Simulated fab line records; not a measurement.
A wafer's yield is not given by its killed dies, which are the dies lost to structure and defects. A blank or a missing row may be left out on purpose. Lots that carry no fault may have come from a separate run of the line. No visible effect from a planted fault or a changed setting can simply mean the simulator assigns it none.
Which tool did it? || flow nandHarc || 12 lots, 36 wafers sampled, at 5 steps of a route of 1302

## WHAT THE GAUGES SHOWED, per wafer
NHARC_A_CONTACT_CD_MEAS_15.
{"lot": "L255", "measured": "day 22 00:40", "on": "cdSem-03", "cdNm (nm)": "190.3 190.1 190.5"}
{"lot": "L256", "measured": "day 22 20:36", "on": "cdSem-01", "cdNm (nm)": "190.0 188.9 190.1"}
{"lot": "L257", "measured": "day 23 03:23", "on": "cdSem-02", "cdNm (nm)": "190.8 189.4 189.6"}
{"lot": "L258", "measured": "day 23 18:00", "on": "cdSem-01", "cdNm (nm)": "188.9 189.7 188.8"}
{"lot": "L259", "measured": "day 23 19:34", "on": "cdSem-02", "cdNm (nm)": "189.7 189.7 189.9"}
{"lot": "L263", "measured": "day 25 15:05", "on": "cdSem-02", "cdNm (nm)": "190.8 189.8 189.7"}
{"lot": "L264", "measured": "day 26 15:05", "on": "cdSem-03", "cdNm (nm)": "190.1 190.3 190.2"}
{"lot": "L266", "measured": "day 26 18:43", "on": "cdSem-03", "cdNm (nm)": "189.6 191.3 190.0"}
{"lot": "L267", "measured": "day 27 08:11", "on": "cdSem-01", "cdNm (nm)": "188.0 190.3 188.6"}
{"lot": "L273", "measured": "day 29 19:52", "on": "cdSem-03", "cdNm (nm)": "189.7 191.1 189.9"}
{"lot": "L276", "measured": "day 31 00:05", "on": "cdSem-03", "cdNm (nm)": "191.0 189.9 191.2"}
{"lot": "L278", "measured": "day 31 12:50", "on": "cdSem-01", "cdNm (nm)": "189.1 189.9 191.0"}

NHARC_A_BLC_OVL_MEAS_11.
{"lot": "L255", "measured": "day 22 03:34", "on": "overlay-02", "overlayXNm (nm)": "-1.1 -0.9 -1.0", "overlayYNm (nm)": "-1.5 -1.7 -1.6"}
{"lot": "L256", "measured": "day 23 00:03", "on": "overlay-01", "overlayXNm (nm)": "-0.3 -0.2 -0.1", "overlayYNm (nm)": "-0.2 0.2 0.6"}
{"lot": "L257", "measured": "day 23 06:42", "on": "overlay-02", "overlayXNm (nm)": "0.5 0.5 1.2", "overlayYNm (nm)": "1.0 1.4 1.1"}
{"lot": "L258", "measured": "day 23 21:01", "on": "overlay-01", "overlayXNm (nm)": "0.4 0.1 0.2", "overlayYNm (nm)": "0.0 0.6 -0.1"}
{"lot": "L259", "measured": "day 23 22:43", "on": "overlay-02", "overlayXNm (nm)": "0.2 0.8 0.6", "overlayYNm (nm)": "0.6 0.9 0.4"}
{"lot": "L263", "measured": "day 25 17:59", "on": "overlay-01", "overlayXNm (nm)": "0.0 0.8 0.7", "overlayYNm (nm)": "-0.4 -0.4 -0.8"}
{"lot": "L264", "measured": "day 26 17:59", "on": "overlay-01", "overlayXNm (nm)": "0.0 0.0 -0.3", "overlayYNm (nm)": "-0.1 -0.5 -0.6"}
{"lot": "L266", "measured": "day 26 21:42", "on": "overlay-01", "overlayXNm (nm)": "0.8 0.7 0.8", "overlayYNm (nm)": "-0.8 -0.8 -1.0"}
{"lot": "L267", "measured": "day 27 11:20", "on": "overlay-02", "overlayXNm (nm)": "4.3 4.2 4.4", "overlayYNm (nm)": "0.7 0.4 0.9"}
{"lot": "L273", "measured": "day 30 00:04", "on": "overlay-02", "overlayXNm (nm)": "3.7 3.9 3.7", "overlayYNm (nm)": "-1.3 -0.8 -0.3"}
{"lot": "L276", "measured": "day 31 03:06", "on": "overlay-02", "overlayXNm (nm)": "-0.2 0.0 -0.2", "overlayYNm (nm)": "1.0 1.1 0.9"}
{"lot": "L278", "measured": "day 31 15:52", "on": "overlay-02", "overlayXNm (nm)": "-0.3 0.3 0.4", "overlayYNm (nm)": "0.3 -0.2 -0.1"}

## TOOL THAT RAN EACH LOT (tool first, then ch and the chambers of the sampled wafers, then the start)
{"lot": "L255", "NHARC_A_CONTACT_ETCH_138": "harCapEtch-03 ch 0,1, day 21 23:37", "NHARC_A_CONTACT_ETCH_98": "rieDiel-01 ch 0,1,2, day 22 00:40 or earlier", "NHARC_A_BLC_EXPOSE_07": "arfiScanner-02 ch 0, day 22 03:20"}
{"lot": "L256", "NHARC_A_CONTACT_ETCH_138": "harCapEtch-02 ch 0,1, day 22 19:33", "NHARC_A_CONTACT_ETCH_98": "rieDiel-02 ch 0,1,3, day 22 20:36 or earlier", "NHARC_A_BLC_EXPOSE_07": "arfiScanner-02 ch 0, day 22 23:50"}
{"lot": "L257", "NHARC_A_CONTACT_ETCH_138": "harCapEtch-02 ch 0,1, day 23 02:19", "NHARC_A_CONTACT_ETCH_98": "rieDiel-02 ch 0,1, day 23 03:18", "NHARC_A_BLC_EXPOSE_07": "arfiScanner-01 ch 0, day 23 06:29"}
{"lot": "L258", "NHARC_A_CONTACT_ETCH_138": "harCapEtch-03 ch 0,1, day 23 16:57", "NHARC_A_CONTACT_ETCH_98": "rieDiel-01 ch 0,1,3, day 23 18:00 or earlier", "NHARC_A_BLC_EXPOSE_07": "arfiScanner-02 ch 0, day 23 20:48"}
{"lot": "L259", "NHARC_A_CONTACT_ETCH_138": "harCapEtch-01 ch 0,1, day 23 18:31", "NHARC_A_CONTACT_ETCH_98": "rieDiel-01 ch 0,2,3, day 23 19:34 or earlier", "NHARC_A_BLC_EXPOSE_07": "arfiScanner-02 ch 0, day 23 22:30"}
{"lot": "L263", "NHARC_A_CONTACT_ETCH_138": "harCapEtch-03 ch 1, day 25 14:02", "NHARC_A_CONTACT_ETCH_98": "rieDiel-02 ch 1,2, day 25 15:05 or earlier", "NHARC_A_BLC_EXPOSE_07": "arfiScanner-01 ch 0, day 25 17:46"}
{"lot": "L264", "NHARC_A_CONTACT_ETCH_138": "harCapEtch-03 ch 0,1, day 26 14:08", "NHARC_A_CONTACT_ETCH_98": "rieDiel-02 ch 0,1,2, day 26 15:05 or earlier", "NHARC_A_BLC_EXPOSE_07": "arfiScanner-03 ch 0, day 26 17:46"}
{"lot": "L266", "NHARC_A_CONTACT_ETCH_138": "harCapEtch-02 ch 0,1, day 26 17:40", "NHARC_A_CONTACT_ETCH_98": "rieDiel-02 ch 0,1, day 26 18:43 or earlier", "NHARC_A_BLC_EXPOSE_07": "arfiScanner-03 ch 0, day 26 21:28"}
{"lot": "L267", "NHARC_A_CONTACT_ETCH_138": "harCapEtch-01 ch 0,1, day 27 07:05", "NHARC_A_CONTACT_ETCH_98": "rieDiel-02 ch 1,2, day 27 08:05", "NHARC_A_BLC_EXPOSE_07": "arfiScanner-03 ch 0, day 27 11:06"}
{"lot": "L273", "NHARC_A_CONTACT_ETCH_138": "harCapEtch-03 ch 0,1, day 29 18:49", "NHARC_A_CONTACT_ETCH_98": "rieDiel-01 ch 0,2,3, day 29 19:52 or earlier", "NHARC_A_BLC_EXPOSE_07": "arfiScanner-03 ch 0, day 29 23:50"}
{"lot": "L276", "NHARC_A_CONTACT_ETCH_138": "harCapEtch-02 ch 0,1, day 30 23:02", "NHARC_A_CONTACT_ETCH_98": "rieDiel-02 ch 0,2,3, day 31 00:05 or earlier", "NHARC_A_BLC_EXPOSE_07": "arfiScanner-02 ch 0, day 31 02:52"}
{"lot": "L278", "NHARC_A_CONTACT_ETCH_138": "harCapEtch-03 ch 0,1, day 31 11:37", "NHARC_A_CONTACT_ETCH_98": "rieDiel-02 ch 1,2, day 31 12:50 or earlier", "NHARC_A_BLC_EXPOSE_07": "arfiScanner-01 ch 0, day 31 15:38"}
- NHARC_A_CONTACT_ETCH_138: etches the open film in C4F8/O2/Ar, time 311 s, target depth 1914 nm.
- NHARC_A_CONTACT_ETCH_98: etches the open film in C4F6/O2, target depth 20 nm, time 10 s.
- NHARC_A_BLC_EXPOSE_07: exposes mask A BLC, target cd 100 nm.

## AS READ BY THE TOOLS THEMSELVES (means over the sampled wafers that have a number; for cases with no such wafer, the mark the record gives instead)
NHARC_A_CONTACT_ETCH_98.
{"lot": "L255", "tool": "rieDiel-01", "c4f6FlowSccm (sccm)": 25.05, "drypumpMotorCurrentA (A)": 5.8, "mfcArSccm (sccm)": 500.3, "oesProductAu (a.u.)": 0.970, "rfVppV (V)": 549, "showerheadPlenumPTorr (Torr)": 3.99, "throttleValvePct (%)": 26.898}
{"lot": "L256", "tool": "rieDiel-02", "c4f6FlowSccm (sccm)": 24.96, "drypumpMotorCurrentA (A)": 5.7, "mfcArSccm (sccm)": 499.5, "oesProductAu (a.u.)": 0.941, "rfVppV (V)": 546, "showerheadPlenumPTorr (Torr)": 3.90, "throttleValvePct (%)": 26.906}
{"lot": "L257", "tool": "rieDiel-02", "c4f6FlowSccm (sccm)": 25.05, "drypumpMotorCurrentA (A)": 5.5, "mfcArSccm (sccm)": 500.1, "oesProductAu (a.u.)": 0.972, "rfVppV (V)": 547, "showerheadPlenumPTorr (Torr)": 3.92, "throttleValvePct (%)": 26.911}
{"lot": "L258", "tool": "rieDiel-01", "c4f6FlowSccm (sccm)": 25.07, "drypumpMotorCurrentA (A)": 5.4, "mfcArSccm (sccm)": 500.9, "oesProductAu (a.u.)": 1.009, "rfVppV (V)": 549, "showerheadPlenumPTorr (Torr)": 4.02, "throttleValvePct (%)": 26.908}
{"lot": "L259", "tool": "rieDiel-01", "c4f6FlowSccm (sccm)": 25.05, "drypumpMotorCurrentA (A)": 5.7, "mfcArSccm (sccm)": 500.0, "oesProductAu (a.u.)": 0.958, "rfVppV (V)": 547, "showerheadPlenumPTorr (Torr)": 3.96, "throttleValvePct (%)": 26.908}
{"lot": "L263", "tool": "rieDiel-02", "c4f6FlowSccm (sccm)": 25.00, "drypumpMotorCurrentA (A)": 5.6, "mfcArSccm (sccm)": 501.5, "oesProductAu (a.u.)": 0.953, "rfVppV (V)": 548, "showerheadPlenumPTorr (Torr)": 4.00, "throttleValvePct (%)": 26.909}
{"lot": "L264", "tool": "rieDiel-02", "c4f6FlowSccm (sccm)": 25.01, "drypumpMotorCurrentA (A)": 5.3, "mfcArSccm (sccm)": 500.2, "oesProductAu (a.u.)": 0.951, "rfVppV (V)": 549, "showerheadPlenumPTorr (Torr)": 4.02, "throttleValvePct (%)": 26.892}
{"lot": "L266", "tool": "rieDiel-02", "c4f6FlowSccm (sccm)": 24.93, "drypumpMotorCurrentA (A)": 5.2, "mfcArSccm (sccm)": 499.5, "oesProductAu (a.u.)": 0.953, "rfVppV (V)": 548, "showerheadPlenumPTorr (Torr)": 3.92, "throttleValvePct (%)": 26.898}
{"lot": "L267", "tool": "rieDiel-02", "c4f6FlowSccm (sccm)": 25.01, "drypumpMotorCurrentA (A)": 5.4, "mfcArSccm (sccm)": 499.9, "oesProductAu (a.u.)": 0.951, "rfVppV (V)": 550, "showerheadPlenumPTorr (Torr)": 4.11, "throttleValvePct (%)": 26.905}
{"lot": "L273", "tool": "rieDiel-01", "c4f6FlowSccm (sccm)": 24.97, "drypumpMotorCurrentA (A)": 5.7, "mfcArSccm (sccm)": 497.9, "oesProductAu (a.u.)": 0.955, "rfVppV (V)": 548, "showerheadPlenumPTorr (Torr)": 3.94, "throttleValvePct (%)": 26.910}
{"lot": "L276", "tool": "rieDiel-02", "c4f6FlowSccm (sccm)": 24.99, "drypumpMotorCurrentA (A)": 5.5, "mfcArSccm (sccm)": 499.8, "oesProductAu (a.u.)": 0.955, "rfVppV (V)": 549, "showerheadPlenumPTorr (Torr)": 3.99, "throttleValvePct (%)": 26.896}
{"lot": "L278", "tool": "rieDiel-02", "c4f6FlowSccm (sccm)": 25.00, "drypumpMotorCurrentA (A)": 5.4, "mfcArSccm (sccm)": 498.8, "oesProductAu (a.u.)": 0.943, "rfVppV (V)": 551, "showerheadPlenumPTorr (Torr)": 4.10, "throttleValvePct (%)": 26.905}

## THE ANSWER, worked out from the rows above alone
Rule: the usual values come from the lots themselves. Put in order of their means at a reading, lots are off if they are a third of the lots or fewer, leave a main group of 4 or more, and stand apart from it by a gap of 3 or more times the standard deviation of the main group's means; of several such gaps the widest counts. A main group whose means are all the same, to the digits that the tables above print for the reading, isn't used. A lot without any number at a reading at which 4 lots or more have one is off too. Where the step has rows for the other lots, those lots are counted as sound. Order of review: gauges by route order, followed by the tools' own readings, for which a lot's mean as printed above is used. At the first step where some lot is off, the reading lying furthest off is the one used; lots without a number count as furthest.
Off at NHARC_A_BLC_OVL_MEAS_11 (overlayXNm): L267, L273. Mean 0.1 nm and standard deviation 0.51 in the main group.
A tool fits if, at a process step before that reading, it ran every lot that is off, and no sound lot after the first of them. Those tools and the gauges at NHARC_A_BLC_OVL_MEAS_11 are tried in the same way. With no start given for some of its lots, NHARC_A_CONTACT_ETCH_98 uses the hours and lot order of NHARC_A_CONTACT_CD_MEAS_15. One fits: arfiScanner-03 at NHARC_A_BLC_EXPOSE_07. Its last sound lot is L266 (day 26 21:28), its first lot that is off L267 (day 27 11:06): a fault that began between those two fits.

## WHAT HAD BEEN PUT IN BY THE SIMULATOR
Scanner matching overlay: arfiScanner-03, from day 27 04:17 on, at NHARC_A_BLC_EXPOSE_07. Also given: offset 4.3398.
Struck lots among those shown: L267, L273. Same finding as the rule above.
